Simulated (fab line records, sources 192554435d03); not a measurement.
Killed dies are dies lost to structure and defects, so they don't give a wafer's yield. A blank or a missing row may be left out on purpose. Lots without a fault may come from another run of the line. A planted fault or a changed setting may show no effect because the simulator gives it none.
fab line records | flow n5_finfet
record lots=23 wafers=69 last_day=17
route steps=1938 shown DUMMY_GATE@240 SD_EPI_N@275 ILD0@346 SDB@365 DUMMY_REMOVAL@381
lots that met no fault: from a run of the same line without faults
start_h: hours from the record's first day to the start of the lot's first wafer shown | wait_h: hours since the lot's step before | " the same as in the row above | L1.1+2: a row that stands for several wafers | - no value, or no start given | * or withheld: withheld | < > ~ a bound
route shown NAME@n: a module of which the file shows steps, and the number in the route of the first | usual: mean/standard deviation of fault-free wafers | same: alike in all rows | chamber/n: place in a boat | sites: the reading at each site | _std_site: their standard deviation | _edge_site: outer sites' mean less inner sites' | radius_mm: how far each site lies from the wafer's centre | mask NAME#n: copy n | behind: the tool/chamber that last shaped the wafer | hold: why the lot was held/for how many hours/how that ended | device: the transistor (n, p or np) that didn't switch | end of line: the same wafers' tests at the end of the route | a step without rows: its recipe alone | killed: dies lost to structure and defects at the first sort, not the wafer's yield | map: a wafer's dies, x killed, . not, _ none there
set.NAME: the setting as run; set.NAME@STEP: as run at that earlier step | model.NAME: the simulator's own value behind a step, which no gauge read
steps of the route over a sample of lots; a table a step, a row a wafer
services: from which hour (start_h, from the record's first day; less than 0 if before it) a tool's chamber was out of use, for how many hours, and why
## steps
# step N5_DUMMY_GATE_TRIM_49
# recipe chemistry=O2 resist=SOC time_s=29 target_cd_nm=14 source_power_w=300 bias_power_w=0 O2_flow_sccm=100 temp_c=20
# usual chamber_pressure_mTorr=60.00/0.065 drypump_motor_current_A=5.7/0.55 oes_product_au=0.994/0.016 throttle_valve_pct=8.15/0.095
# columns lot.wafer tool chamber start_h wait_h chamber_pressure_mTorr drypump_motor_current_A oes_product_au rf_hours_counter_h throttle_valve_pct
L074.1 rie_si-06 2 49.39 0.0 59.92 6.0 1.002 73 8.17
L074.2 " 1 " " 60.00 5.9 1.020 120 8.12
L074.4 " 3 " " 59.98 5.3 0.998 64 8.24
L075.3 rie_si-06 2 58.03 0.0 59.98 6.0 1.004 73 8.17
L075.4 " 3 " " 59.98 5.4 0.999 64 8.23
L075.6 " 1 " " 60.04 5.9 1.007 - 8.13
L076.1 rie_si-06 2 59.37 0.0 59.97 6.0 1.013 73 8.16
L076.2 " 3 " " 60.02 5.3 0.999 64 8.22
L076.4 " 1 " " 59.95 5.9 1.024 120 8.10
L077.1 rie_si-04 1 67.95 0.0 60.13 6.1 1.000 181 8.29
L077.2 " 2 " " 60.01 5.9 1.012 3 8.11
L077.5 " 0 " " 59.94 6.4 0.992 - 8.14
L078.2 rie_si-04 3 71.06 0.0 59.97 4.9 1.008 5 8.10
L078.3 " 2 " " 60.01 5.9 1.015 3 8.09
L078.5 " 1 " " 60.01 6.1 0.999 - 8.27
L079.1 rie_si-04 1 76.75 0.0 60.07 6.1 0.993 181 8.27
L079.2 " 0 " " 59.98 6.4 0.989 143 8.15
L079.6 " 1 " " 59.97 6.1 0.986 - 8.28
L080.1 rie_si-04 2 87.21 0.0 60.04 5.9 1.020 3 8.09
L080.2 " 0 " " 60.03 6.4 0.994 144 8.16
L080.4 " 3 " " 59.96 4.9 1.001 5 8.09
L081.2 rie_si-04 2 88.87 0.0 60.00 5.9 1.008 3 8.11
L081.3 " 0 " " 59.93 6.4 0.995 144 8.17
L081.6 " 3 " " 60.15 4.9 1.001 - 8.08
L082.1 rie_si-04 1 96.60 0.0 59.97 6.1 0.981 181 8.27
L082.2 " 2 " " 59.98 5.9 1.009 3 8.10
L082.6 " 0 " " 60.03 6.4 0.993 - 8.16
L083.1 rie_si-06 2 100.56 0.0 60.01 6.1 1.004 73 8.17
L083.2 " 3 " " 60.14 5.3 1.003 64 8.23
L083.5 " 0 " " 59.98 4.8 0.964 - 8.33
L084.2 rie_si-06 2 108.46 0.0 60.09 6.1 1.002 74 8.16
L084.4 " 0 " " 60.00 4.8 0.968 18 8.36
L084.5 " 3 " " 60.03 5.3 1.009 - 8.24
L085.1 rie_si-04 0 114.06 0.0 60.00 6.4 1.001 144 8.16
L085.3 " 3 " " 59.94 4.9 0.997 5 8.10
L085.5 " 0 " " 60.02 6.4 0.995 - 8.14
L086.1 rie_si-06 0 121.01 0.0 60.03 4.8 0.971 19 8.33
L086.4 " 1 " " 60.04 5.9 1.005 121 8.11
L086.5 " 3 " " 59.69 5.3 0.997 - 8.24
L087.1 rie_si-04 1 124.92 0.0 59.93 6.1 0.997 182 8.28
L087.4 " 3 " " 60.05 4.9 0.999 5 8.08
L087.5 " 0 " " 59.90 6.4 0.986 - 8.16
L088.1 rie_si-03 2 133.45 0.0 59.97 6.5 0.964 105 8.27
L088.3 " 0 " " 60.04 5.9 0.978 51 8.01
L088.6 " 2 " " 59.91 6.4 0.967 - 8.26
L089.3 rie_si-04 0 137.27 0.0 59.96 6.4 0.980 145 8.16
L089.4 " 2 " " 59.94 5.9 1.000 4 8.08
L089.6 " 0 " " 59.99 6.4 0.985 - 8.16
L090.4 rie_si-04 1 141.36 0.0 59.92 6.1 0.999 182 8.28
L090.5 " 2 " " 60.05 5.9 1.009 - 8.09
L090.6 " 3 " " 59.86 4.9 1.005 - 8.07
L092.2 rie_si-03 2 154.24 0.0 59.99 6.5 0.959 106 8.25
L092.4 " 1 " " 60.01 5.5 0.969 9 8.05
L092.5 " 1 " " 59.93 5.5 0.961 - 8.05
L093.1 rie_si-04 1 159.64 0.0 60.05 6.1 0.989 183 8.27
L093.5 " 1 " " 59.99 6.0 1.003 - 8.27
L093.6 " 0 " " 60.17 6.4 0.988 - 8.16
L094.2 rie_si-03 3 167.44 0.0 60.00 5.1 1.002 57 8.05
L094.4 " 2 " " 60.00 6.4 0.975 106 8.26
L094.6 " 3 " " 59.98 5.0 1.000 - 8.05
L095.1 rie_si-04 0 172.20 0.0 59.94 6.4 0.990 145 8.16
L095.3 " 2 " " 60.03 5.9 0.996 4 8.10
L095.5 " 2 " " 59.93 5.9 1.006 - 8.10
L096.2 rie_si-03 1 178.74 0.0 60.00 5.5 0.962 10 8.04
L096.4 " 2 " " 59.92 6.5 0.970 106 8.25
L096.6 " 1 " " 59.97 5.6 0.973 - 8.02
L097.2 rie_si-03 3 185.38 0.0 60.07 5.1 1.012 57 8.05
L097.3 " 2 " " 59.99 6.5 0.968 106 8.27
L097.4 " 1 " " 60.05 5.6 0.975 10 8.03
# step N5_DUMMY_GATE_STRIP_41
# recipe chemistry=O2 power_w=400 temp_c=40 pressure_mtorr=30 rf_frequency_hz=6e+07 bias_power_w=0 overash_fraction=0.3 o2_flow_sccm=225
# usual chamber_pressure_mTorr=30.002/0.025 drypump_motor_current_A=5.5/0.43 oes_product_au=0.82/0.082 rf_vpp_V=3.7/0.47 showerhead_plenum_p_Torr=2.12/0.088 throttle_valve_pct=16.55/0.16
# same overash_fraction=0.3
# columns lot.wafer tool chamber start_h wait_h chamber_pressure_mTorr drypump_motor_current_A oes_product_au rf_hours_counter_h rf_vpp_V showerhead_plenum_p_Torr throttle_valve_pct
L074.1 rie_diel-02 1 50.00 0.0 30.010 6.0 0.82 106 3.0 2.01 16.22
L074.2 " 0 " " 29.975 5.1 0.78 130 3.1 2.12 16.65
L074.4 " 3 " " 29.988 5.5 0.78 111 4.4 2.19 16.57
L075.3 rie_diel-05 1 58.27 0.0 30.010 5.8 0.99 1 3.4 2.17 16.61
L075.4 " 3 " " 29.984 5.2 0.91 9 4.6 2.16 16.50
L075.6 " 1 " " 29.998 5.8 0.99 - 3.3 2.16 16.61
L076.1 rie_diel-06 2 59.64 0.0 30.026 5.4 0.89 50 3.8 2.25 16.59
L076.2 " 3 " " 29.989 5.9 0.83 98 3.8 1.94 16.27
L076.4 " 0 " " 29.957 5.6 0.68 238 3.8 2.13 16.60
L077.1 rie_diel-06 2 68.21 0.0 30.002 5.4 0.88 53 3.9 2.25 16.60
L077.2 " 1 " " 29.976 4.7 0.70 195 4.1 2.08 16.75
L077.5 " 0 " " 29.979 5.6 0.68 - 3.7 2.13 16.62
L078.2 rie_diel-05 2 71.30 0.0 30.005 5.1 0.87 34 3.6 2.23 16.44
L078.3 " 1 " " 29.955 5.8 0.98 5 3.4 2.16 16.63
L078.5 " 2 " " 30.036 5.1 0.88 - 2.9 2.23 16.44
L079.1 rie_diel-05 2 76.99 0.0 29.988 5.1 0.89 37 3.0 2.23 16.44
L079.2 " 3 " " 29.984 5.2 0.91 15 3.3 2.15 16.52
L079.6 " 2 " " 30.008 5.1 0.88 - 3.5 2.23 16.45
L080.1 rie_diel-02 3 87.46 0.0 30.001 5.5 0.76 122 3.1 2.18 16.57
L080.2 " 1 " " 29.999 6.0 0.80 117 3.2 2.00 16.26
L080.4 " 0 " " 30.034 5.0 0.77 141 3.8 2.11 16.69
L081.2 rie_diel-05 0 89.11 0.0 29.994 6.0 0.88 42 3.1 2.13 16.48
L081.3 " 1 " " 29.984 5.8 0.95 11 3.9 2.16 16.62
L081.6 " 3 " " 30.010 5.2 0.89 - 2.8 2.15 16.51
L082.1 rie_diel-06 1 96.84 0.0 29.981 4.7 0.69 204 4.3 2.08 16.76
L082.2 " 2 " " 30.027 5.4 0.86 62 3.0 2.25 16.59
L082.6 " 3 " " 30.012 5.9 0.82 - 4.2 1.94 16.29
L083.1 rie_diel-06 2 100.94 0.0 29.990 5.4 0.87 63 3.8 2.25 16.62
L083.2 " 1 " " 30.031 4.7 0.70 205 3.6 2.08 16.77
L083.5 " 1 " " 30.069 4.7 0.69 - 3.5 2.08 16.76
L084.2 rie_diel-05 3 108.72 0.0 30.004 5.2 0.88 24 4.0 2.15 16.53
L084.4 " 0 " " 30.001 6.0 0.86 48 4.1 2.13 16.51
L084.5 " 2 " " 30.045 5.1 0.87 - 4.3 2.23 16.46
L085.1 rie_diel-02 3 114.57 0.0 30.003 5.5 0.75 131 3.5 2.18 16.58
L085.3 " 1 " " 29.998 6.0 0.79 125 4.4 2.00 16.29
L085.5 " 2 " " 29.991 5.9 0.74 - 3.6 2.07 16.71
L086.1 rie_diel-06 1 121.25 0.0 30.066 4.7 0.69 213 3.2 2.08 16.79
L086.4 " 2 " " 30.002 5.4 0.85 - 4.2 2.24 16.62
L086.5 " 1 " " 30.039 4.7 0.68 - 4.0 2.08 16.77
L087.1 rie_diel-06 1 125.16 0.0 30.012 4.7 0.69 215 3.1 2.08 16.78
L087.4 " 3 " " 29.988 5.9 0.81 - 3.7 1.93 16.30
L087.5 " 1 " " 30.003 4.7 0.69 - 3.4 2.08 16.78
L088.1 rie_diel-05 1 133.69 0.0 29.962 5.9 0.92 24 3.9 2.16 16.66
L088.3 " 3 " " 29.980 5.2 0.86 31 4.1 2.15 16.55
L088.6 " 1 " " 29.947 5.9 0.92 - 4.2 2.16 16.67
L089.3 rie_diel-02 2 137.58 0.0 30.028 5.9 0.74 188 4.4 2.07 16.74
L089.4 " 0 " " 29.988 5.0 0.75 - 3.3 2.11 16.71
L089.6 " 1 " " 30.036 6.0 0.79 - 3.5 2.00 16.27
L090.4 rie_diel-06 0 141.60 0.0 29.956 5.6 1.00 4 3.9 2.13 16.25
L090.5 " 1 " " 30.008 4.7 0.68 - 3.7 2.07 16.79
L090.6 " 2 " " 30.015 5.4 0.84 - 3.5 2.24 16.65
L092.2 rie_diel-06 1 154.48 0.0 29.977 4.7 0.67 227 3.2 2.07 16.82
L092.4 " 3 " " 29.983 5.9 0.80 132 4.5 1.93 16.33
L092.5 " 2 " " 30.020 5.4 0.83 - 4.1 2.24 16.65
L093.1 rie_diel-06 2 160.17 0.0 30.005 5.4 0.83 85 3.9 2.24 16.66
L093.5 " 3 " " 30.000 5.9 0.79 - 3.7 1.93 16.33
L093.6 " 0 " " 29.983 5.6 0.97 - 3.3 2.12 16.26
L094.2 rie_diel-05 1 167.68 0.0 30.026 5.9 0.89 35 3.7 2.15 16.67
L094.4 " 0 " " 29.990 6.0 0.84 66 4.1 2.12 16.54
L094.6 " 2 " " 29.971 5.1 0.83 - 3.4 2.22 16.50
L095.1 rie_diel-02 1 172.45 0.0 29.974 6.0 0.78 144 3.5 2.00 16.29
L095.3 " 3 " " 29.997 5.5 0.75 147 3.3 2.17 16.61
L095.5 " 1 " " 29.985 6.0 0.79 - 2.7 2.00 16.29
L096.2 rie_diel-05 0 178.98 0.0 30.030 6.1 0.84 69 3.8 2.12 16.55
L096.4 " 2 " " 30.010 5.1 0.84 68 4.2 2.22 16.48
L096.6 " 3 " " 30.013 5.2 0.83 - 3.8 2.14 16.58
L097.2 rie_diel-05 3 185.68 0.0 30.015 5.2 0.84 47 3.3 2.14 16.58
L097.3 " 1 " " 30.014 5.8 0.88 40 3.5 2.15 16.67
L097.4 " 0 " " 29.985 6.0 0.83 71 4.9 2.12 16.56
# step N5_SD_EPI_N_ETCH_35
# recipe chemistry=N2/H2 target=SOC overetch_a=1080 mask_material=SiARC temp_c=40 ion_energy_ev=100 source_w=3000 bias_w=133 pressure_mtorr=20 time_s=486 n2_flow_sccm=200 h2_flow_sccm=200
# usual chamber_pressure_mTorr=20.002/0.017 drypump_motor_current_A=5.6/0.48 oes_product_au=0.72/0.078 rf_vpp_V=240.9/1.6 showerhead_plenum_p_Torr=2.57/0.12 throttle_valve_pct=24.0/0.31
# columns lot.wafer tool chamber start_h wait_h chamber_pressure_mTorr drypump_motor_current_A oes_product_au rf_hours_counter_h rf_vpp_V showerhead_plenum_p_Torr throttle_valve_pct
L074.1 rie_diel-03 1 52.02 0.0 20.000 5.2 0.87 5 243.4 2.69 23.0
L074.2 " 2 " " 19.996 6.0 0.73 100 240.1 2.44 23.4
L074.4 " 3 " " 20.002 5.6 0.65 160 242.0 2.63 24.1
L075.3 rie_diel-03 0 60.35 0.0 20.017 6.3 0.68 136 241.3 2.67 24.2
L075.4 " 1 " " 20.024 5.2 0.86 - 241.0 2.69 23.0
L075.6 " 2 " " 19.980 6.0 0.72 - 239.4 2.44 23.4
L076.1 rie_diel-01 2 61.50 0.0 20.003 5.0 0.64 225 238.2 2.42 24.5
L076.2 " 3 " " 20.006 5.7 0.69 143 241.9 2.69 24.2
L076.4 " 0 " " 19.983 6.5 0.79 26 241.7 2.60 23.7
L077.1 rie_diel-04 3 70.18 0.0 20.009 5.0 0.65 163 240.0 2.46 24.1
L077.2 " 2 " " 20.003 5.1 0.78 24 242.3 2.68 23.5
L077.5 " 1 " " 20.019 5.9 0.62 - 240.5 2.49 24.1
L078.2 rie_diel-04 3 73.37 0.0 19.970 5.0 0.65 165 239.0 2.46 24.0
L078.3 " 0 " " 20.023 5.5 0.87 1 242.2 2.73 23.9
L078.5 " 2 " " 19.988 5.1 0.78 - 244.0 2.68 23.5
L079.1 rie_diel-01 2 79.13 0.0 19.973 5.0 0.63 231 239.9 2.42 24.5
L079.2 " 0 " " 20.012 6.5 0.78 33 241.6 2.60 23.6
L079.6 " 1 " " 20.025 5.7 0.67 - 240.8 2.44 24.0
L080.1 rie_diel-01 1 89.37 0.0 20.029 5.7 0.67 167 239.9 2.44 24.0
L080.2 " 0 " " 19.999 6.5 0.77 36 240.6 2.60 23.6
L080.4 " 2 " " 19.980 5.1 0.63 234 239.1 2.42 24.5
L081.2 rie_diel-01 0 90.91 0.0 19.999 6.5 0.77 36 241.6 2.60 23.6
L081.3 " 2 " " 20.001 5.1 0.63 235 239.0 2.42 24.5
L081.6 " 2 " " 19.985 5.1 0.64 - 238.4 2.42 24.5
L082.1 rie_diel-04 2 99.36 0.0 19.987 5.1 0.76 38 242.3 2.67 23.5
L082.2 " 3 " " 20.012 5.1 0.65 176 239.5 2.45 24.1
L082.6 " 1 " " 19.981 5.8 0.87 - 241.6 2.49 23.7
L083.1 rie_diel-04 2 102.94 0.0 19.994 5.1 0.76 39 242.1 2.67 23.5
L083.2 " 0 " " 20.018 5.5 0.82 13 242.9 2.72 23.9
L083.5 " 0 " " 19.990 5.5 0.82 - 243.8 2.72 23.9
L084.2 rie_diel-04 1 112.31 0.0 20.005 5.8 0.85 10 240.7 2.48 23.8
L084.4 " 0 " " 20.004 5.5 0.81 16 241.8 2.72 23.9
L084.5 " 3 " " 20.013 5.1 0.65 - 239.3 2.45 24.1
L085.1 rie_diel-01 3 117.55 0.0 20.038 5.7 0.68 163 243.8 2.69 24.2
L085.3 " 1 " " 19.989 5.8 0.66 176 238.9 2.43 24.0
L085.5 " 0 " " 19.987 6.5 0.76 - 240.5 2.59 23.7
L086.1 rie_diel-04 2 123.43 0.0 20.001 5.1 0.74 46 241.4 2.67 23.5
L086.4 " 1 " " 20.003 5.8 0.84 14 239.8 2.48 23.8
L086.5 " 0 " " 19.978 5.6 0.80 - 243.4 2.72 23.9
L087.1 rie_diel-01 0 127.54 0.0 20.037 6.5 0.76 50 241.2 2.59 23.7
L087.4 " 1 " " 20.036 5.8 0.66 177 239.7 2.43 24.0
L087.5 " 3 " " 19.989 5.7 0.66 - 241.9 2.68 24.2
L088.1 rie_diel-01 1 135.60 0.0 19.986 5.7 0.66 180 239.5 2.43 24.0
L088.3 " 3 " " 19.979 5.7 0.67 171 242.6 2.68 24.2
L088.6 " 0 " " 20.004 6.5 0.76 - 241.3 2.59 23.7
L089.3 rie_diel-01 1 139.92 0.0 20.022 5.8 0.65 182 239.0 2.43 24.0
L089.4 " 1 " " 19.996 5.8 0.65 - 239.0 2.43 24.0
L089.6 " 0 " " 20.005 6.6 0.76 - 241.1 2.59 23.7
L090.4 rie_diel-01 3 144.22 0.2 19.989 5.7 0.66 - 240.9 2.68 24.2
L090.5 " 1 " " 19.997 5.8 0.65 - 239.6 2.43 24.0
L090.6 " 0 " " 20.003 6.5 0.75 - 242.6 2.59 23.7
L092.2 rie_diel-04 2 156.35 0.0 19.996 5.1 0.73 56 241.2 2.66 23.5
L092.4 " 1 " " 19.986 5.9 0.81 26 239.8 2.48 23.8
L092.5 " 0 " " 20.013 5.6 0.78 - 242.6 2.71 23.9
L093.1 rie_diel-01 2 162.80 0.0 19.977 5.1 0.89 4 241.3 2.73 24.2
L093.5 " 2 " " 20.016 5.1 0.88 - 242.3 2.73 24.2
L093.6 " 3 " " 20.014 5.7 0.66 - 240.2 2.68 24.3
L094.2 rie_diel-04 0 169.69 0.0 20.014 5.5 0.77 37 242.3 2.71 23.9
L094.4 " 1 " " 19.988 5.9 0.80 31 239.7 2.47 23.8
L094.6 " 0 " " 20.006 5.5 0.78 - 243.1 2.71 23.9
L095.1 rie_diel-01 0 174.31 0.0 19.999 6.5 0.74 68 240.5 2.58 23.7
L095.3 " 1 " " 19.990 5.8 0.64 195 239.2 2.43 24.0
L095.5 " 0 " " 20.021 6.5 0.74 - 241.4 2.58 23.7
L096.2 rie_diel-01 1 180.97 0.0 20.008 5.8 0.64 197 238.7 2.42 24.0
L096.4 " 2 " " 19.982 5.1 0.86 11 240.9 2.73 24.2
L096.6 " 1 " " 20.021 5.8 0.64 - 239.0 2.42 24.0
L097.2 rie_diel-01 2 187.80 0.0 20.024 5.1 0.85 14 242.5 2.72 24.2
L097.3 " 1 " " 20.028 5.7 0.64 201 238.7 2.42 24.0
L097.4 " 3 " " 19.989 5.7 0.66 191 242.2 2.67 24.3
# step N5_ILD0_INSPECT_06
# recipe inspect_instrument=darkfield mode=post_cmp
# usual raw_defect_count=35/16
# columns lot.wafer tool chamber start_h wait_h raw_defect_count
L074.1 defect_inspect-01 - 67.79 0.0 23
L074.2 " - " " 20
L074.4 " - " " 41
L075.3 defect_inspect-01 - 76.32 0.0 39
L075.4 " - " " 19
L075.6 " - " " 45
L076.1 defect_inspect-01 - 76.92 0.0 31
L076.2 " - " " 28
L076.4 " - " " 40
L077.1 defect_inspect-01 - 87.54 0.0 63
L077.2 " - " " 50
L077.5 " - " " 23
L078.2 defect_inspect-02 - 89.22 0.0 43
L078.3 " - " " 26
L078.5 " - " " 25
L079.1 defect_inspect-01 - 94.21 0.0 47
L079.2 " - " " 44
L079.6 " - " " 36
L080.1 defect_inspect-02 - 106.20 0.0 51
L080.2 " - " " 41
L080.4 " - " " 28
L081.2 defect_inspect-01 - 106.53 0.0 54
L081.3 " - " " 14
L081.6 " - " " 14
L082.1 defect_inspect-02 - 116.51 0.0 42
L082.2 " - " " 49
L082.6 " - " " 55
L083.1 defect_inspect-02 - 118.66 0.0 20
L083.2 " - " " 13
L083.5 " - " " 18
L084.2 defect_inspect-02 - 129.40 0.0 11
L084.4 " - " " 24
L084.5 " - " " 21
L085.1 defect_inspect-02 - 134.33 0.0 75
L085.3 " - " " 65
L085.5 " - " " 69
L086.1 defect_inspect-02 - 140.25 0.0 27
L086.4 " - " " 27
L086.5 " - " " 26
L087.1 defect_inspect-01 - 144.37 0.0 23
L087.4 " - " " 29
L087.5 " - " " 19
L088.1 defect_inspect-01 - 152.23 0.0 12
L088.3 " - " " 43
L088.6 " - " " 39
L089.3 defect_inspect-02 - 157.58 0.0 29
L089.4 " - " " 31
L089.6 " - " " 30
L090.4 defect_inspect-01 - 160.58 0.0 25
L090.5 " - " " 20
L090.6 " - " " 26
L092.2 defect_inspect-01 - 172.22 0.0 44
L092.4 " - " " 43
L092.5 " - " " 30
L093.1 defect_inspect-02 - 180.86 0.0 38
L093.5 " - " " 34
L093.6 " - " " 28
L094.2 defect_inspect-01 - 187.15 0.0 42
L094.4 " - " " 51
L094.6 " - " " 10
L095.1 defect_inspect-02 - 190.46 0.0 45
L095.3 " - " " 63
L095.5 " - " " 42
L096.2 defect_inspect-02 - 196.35 0.0 27
L096.4 " - " " 41
L096.6 " - " " 24
L097.2 defect_inspect-01 - 203.25 0.0 16
L097.3 " - " " 48
L097.4 " - " " 44
# step N5_SDB_STRIP_22
# recipe chemistry=N2/H2 power_w=1000 temp_c=250 h2_frac=0.65 overash_fraction=0.3 pressure_mtorr=withheld n2_flow_sccm=1750 h2_flow_sccm=3250
# usual drypump_motor_current_A=5.9/0.37 heater_power_w=337/30 oes_product_au=0.715/0.0043 strip_time_to_endpoint_s=96.1/0.44
# same overash_fraction=0.3
# columns lot.wafer tool chamber start_h wait_h drypump_motor_current_A heater_power_w oes_product_au rf_hours_counter_h strip_time_to_endpoint_s
L074.1 plasma_asher-01 0 68.58 0.1 5.5 309 0.712 32 96.9
L074.2 " 1 " " 6.5 290 0.716 32 96.4
L074.4 " 1 " " 6.5 289 0.707 - 95.8
L075.3 plasma_asher-02 1 77.84 0.1 5.5 358 0.716 - 96.2
L075.4 " 0 " " 6.0 356 0.716 - 96.8
L075.6 " 0 " " 6.0 344 0.715 - 96.6
L076.1 plasma_asher-01 0 78.37 0.1 5.6 307 0.718 34 96.3
L076.2 " 1 " " 6.5 295 0.713 34 96.2
L076.4 " 1 " " 6.6 292 0.708 - 96.0
L077.1 plasma_asher-01 0 88.44 0.1 5.5 300 0.713 36 96.6
L077.2 " 1 " " 6.6 293 0.716 36 96.1
L077.5 " 0 " " 5.6 314 0.717 - 96.3
L078.2 plasma_asher-02 1 90.26 0.1 5.5 360 0.711 102 96.3
L078.3 " 0 " " 6.0 355 0.717 - 96.0
L078.5 " 1 " " 5.6 355 0.713 - 95.9
L079.1 plasma_asher-02 0 95.09 0.1 6.0 352 0.711 102 95.9
L079.2 " 1 " " 5.6 351 0.717 102 96.5
L079.6 " 1 " " 5.6 368 0.723 - 95.9
L080.1 plasma_asher-02 1 107.08 0.1 5.5 356 0.721 105 95.8
L080.2 " 0 " " 6.0 361 0.709 105 95.6
L080.4 " 0 " " 5.9 354 0.713 - 96.0
L081.2 plasma_asher-02 1 107.41 0.1 5.5 359 0.712 105 95.4
L081.3 " 0 " " 6.0 361 0.712 - 96.1
L081.6 " 0 " " 6.0 358 0.718 - 95.9
L082.1 plasma_asher-02 1 117.39 0.1 5.6 365 0.714 106 95.7
L082.2 " 0 " " 6.0 357 0.717 106 96.4
L082.6 " 1 " " 5.6 373 0.713 - 95.7
L083.1 plasma_asher-02 0 119.54 0.1 6.0 355 0.710 107 96.1
L083.2 " 1 " " 5.6 363 0.708 107 96.5
L083.5 " 1 " " 5.6 367 0.718 - 96.3
L084.2 plasma_asher-02 0 130.29 0.1 6.0 361 0.714 109 95.7
L084.4 " 1 " " 5.6 365 0.710 - 96.6
L084.5 " 1 " " 5.6 365 0.711 - 96.0
L085.1 plasma_asher-02 1 135.22 0.1 5.6 364 0.715 110 96.2
L085.3 " 1 " " 5.5 354 0.714 - 95.9
L085.5 " 0 " " 6.0 356 0.713 - 96.3
L086.1 plasma_asher-01 0 141.84 0.1 5.5 301 0.717 49 95.4
L086.4 " 1 " " 6.5 294 0.724 - 96.1
L086.5 " 0 " " 5.6 304 0.711 - 96.6
L087.1 plasma_asher-02 1 145.55 0.1 5.5 361 0.724 111 96.4
L087.4 " 0 " " 6.0 353 0.719 - 96.0
L087.5 " 0 " " 6.0 353 0.717 - 96.4
L088.1 plasma_asher-02 1 153.12 0.1 5.6 359 0.713 112 96.8
L088.3 " 0 " " 6.0 355 0.707 - 95.9
L088.6 " 0 " " 6.0 360 0.712 - 95.7
L089.3 plasma_asher-02 1 158.41 0.1 5.6 362 0.719 - 96.1
L089.4 " 0 " " 6.0 355 0.713 - 96.4
L089.6 " 0 " " 6.0 353 0.713 - 95.8
L090.4 plasma_asher-01 0 161.45 0.1 5.6 304 0.715 - 95.6
L090.5 " 0 " " 5.6 305 0.711 - 95.8
L090.6 " 1 " " 6.6 291 0.716 - 95.8
L092.2 plasma_asher-01 1 173.18 0.1 6.5 295 0.717 56 96.3
L092.4 " 0 " " 5.5 313 0.713 - 96.4
L092.5 " 1 " " 6.5 293 0.718 - 96.1
L093.1 plasma_asher-02 1 181.95 0.1 5.6 362 0.708 118 96.2
L093.5 " 0 " " 6.0 354 0.717 - 95.7
L093.6 " 1 " " 5.6 363 0.711 - 96.8
L094.2 plasma_asher-01 0 188.59 0.1 5.6 301 0.709 59 96.1
L094.4 " 0 " " 5.5 305 0.723 - 95.8
L094.6 " 0 " " 5.6 312 0.716 - 96.3
L095.1 plasma_asher-02 1 191.31 0.1 5.6 365 0.707 120 96.1
L095.3 " 1 " " 5.5 365 0.710 - 96.6
L095.5 " 0 " " 5.9 349 0.721 - 96.7
L096.2 plasma_asher-01 1 198.42 0.1 6.5 290 0.719 60 95.3
L096.4 " 1 " " 6.5 297 0.719 - 97.1
L096.6 " 1 " " 6.5 282 0.711 - 95.2
L097.2 plasma_asher-01 0 204.43 0.1 5.5 305 0.712 62 96.5
L097.3 " 1 " " 6.6 290 0.712 - 95.7
L097.4 " 0 " " 5.5 304 0.712 - 97.0
# step N5_DUMMY_REMOVAL_INSPECT_06
# recipe inspect_instrument=brightfield mode=aei
# usual raw_defect_count=12/5.5
# columns lot.wafer tool chamber start_h wait_h raw_defect_count
L074.1 defect_inspect-02 - 72.36 0.0 9
L074.2 " - " " 8
L074.4 " - " " 10
L075.3 defect_inspect-02 - 81.98 0.0 7
L075.4 " - " " 12
L075.6 " - " " 14
L076.1 defect_inspect-01 - 82.80 0.0 12
L076.2 " - " " 13
L076.4 " - " " 10
L077.1 defect_inspect-02 - 92.35 0.0 10
L077.2 " - " " 18
L077.5 " - " " 17
L078.2 defect_inspect-01 - 94.38 0.0 7
L078.3 " - " " 14
L078.5 " - " " 18
L079.1 defect_inspect-02 - 99.47 0.0 6
L079.2 " - " " 7
L079.6 " - " " 13
L080.1 defect_inspect-01 - 110.85 0.0 11
L080.2 " - " " 9
L080.4 " - " " 5
L081.2 defect_inspect-01 - 111.68 0.0 8
L081.3 " - " " 16
L081.6 " - " " 7
L082.1 defect_inspect-01 - 121.16 0.0 17
L082.2 " - " " 8
L082.6 " - " " 10
L083.1 defect_inspect-02 - 123.42 0.0 13
L083.2 " - " " 10
L083.5 " - " " 2
L084.2 defect_inspect-01 - 134.06 0.0 7
L084.4 " - " " 11
L084.5 " - " " 24
L085.1 defect_inspect-01 - 139.52 0.0 14
L085.3 " - " " 14
L085.5 " - " " 12
L086.1 defect_inspect-02 - 145.72 0.0 12
L086.4 " - " " 19
L086.5 " - " " 11
L087.1 defect_inspect-01 - 149.51 0.0 10
L087.4 " - " " 11
L087.5 " - " " 10
L088.1 defect_inspect-02 - 156.89 0.0 9
L088.3 " - " " 21
L088.6 " - " " 16
L089.3 defect_inspect-02 - 162.14 0.0 11
L089.4 " - " " 12
L089.6 " - " " 6
L090.4 defect_inspect-02 - 165.48 0.0 6
L090.5 " - " " 7
L090.6 " - " " 10
L092.2 defect_inspect-01 - 177.68 0.0 8
L092.4 " - " " 6
L092.5 " - " " 15
L093.1 defect_inspect-02 - 185.73 0.0 17
L093.5 " - " " 18
L093.6 " - " " 7
L094.2 defect_inspect-02 - 194.03 0.0 7
L094.4 " - " " 13
L094.6 " - " " 6
L095.1 defect_inspect-02 - 195.83 0.0 26
L095.3 " - " " 36
L095.5 " - " " 24
L096.2 defect_inspect-02 - 203.06 0.0 20
L096.4 " - " " 6
L096.6 " - " " 10
L097.2 defect_inspect-01 - 208.85 0.0 4
L097.3 " - " " 13
L097.4 " - " " 8
## services
# columns tool chamber start_h hours kind
rie_diel-02 3 33.27 5.6 repair
plasma_asher-01 - 35.16 4.1 repair
rie_diel-04 3 36.00 5.1 repair
rie_diel-02 1 40.12 7.8 repair
rie_diel-02 - 44.13 2.8 pm
rie_si-03 2 48.12 6.6 repair
rie_diel-03 3 53.73 7.9 repair
rie_diel-05 0 73.14 6.9 repair
rie_diel-02 2 79.85 2.1 repair
rie_si-03 1 96.87 2.1 repair
plasma_asher-02 - 98.70 0.7 repair
rie_si-03 1 103.80 9.2 repair
rie_diel-01 1 119.12 7.1 repair
rie_diel-01 2 133.21 - clean
rie_diel-01 2 133.21 - consumable_replace:focus_ring
rie_diel-01 2 133.21 - consumable_replace:showerhead
rie_diel-02 3 135.96 8.7 repair
rie_si-04 - 153.35 1.2 repair
rie_si-03 0 155.76 9.3 repair
rie_si-06 3 158.52 4.5 repair
rie_diel-03 0 159.33 1.3 repair
rie_diel-04 - 180.48 69.8 repair
rie_diel-03 1 185.26 8.8 repair
rie_diel-03 3 194.43 6.1 repair
## key
fault none
